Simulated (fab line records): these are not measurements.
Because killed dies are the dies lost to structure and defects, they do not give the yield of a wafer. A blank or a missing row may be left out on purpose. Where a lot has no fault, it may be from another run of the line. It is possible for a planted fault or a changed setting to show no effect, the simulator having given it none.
Chamber matching	flow n5Finfet	4 sister chambers for N5_SDB_HM_OPEN_20 on rieDiel-06
The step chemistry CH3F/O2, target SiNx, stops on poly-Si, target depth 24 nm. 4 wafers are shown with their chamber, then 9 later ones without.

== WAFERS, EACH WITH ITS CHAMBER ==
wafer	chamber	drypumpMotorCurrentA (A)
L088.6	1	6.3
L092.1	0	4.8
L092.2	2	5.8
L092.4	3	5.7

== WAFERS MISSING THEIR CHAMBER ==
wafer	drypumpMotorCurrentA (A)
L093.1	5.8
L093.3	5.7
L093.4	6.2
L096.1	5.8
L096.4	6.2
L096.5	4.8
L097.1	4.8
L097.3	5.7
L097.5	5.7

== EACH ONE'S CHAMBER ==
wafer	from the rows above	in truth
L093.1	2	2
L093.3	3	3
L093.4	1	1
L096.1	2	2
L096.4	1	1
L096.5	0	0
L097.1	0	0
L097.3	3	3
L097.5	3	3
9 of 9 placed correctly. Not placeable from these rows: 0. 0 placed wrongly.
How it was worked out, from the rows above alone: a wafer's distance from a chamber is the root of the sum, over the readings, of the square of ((its reading less the chamber's mean) divided by the reading's scatter). The wafer belongs to the nearest chamber; if the next one is less than 2 further off, it can't be placed. For every chamber, the mean is computed from those of its wafers that are shown. The scatter: with one shown wafer a chamber, the root of the mean of the squares of how far each hidden wafer lies from its nearest shown one.
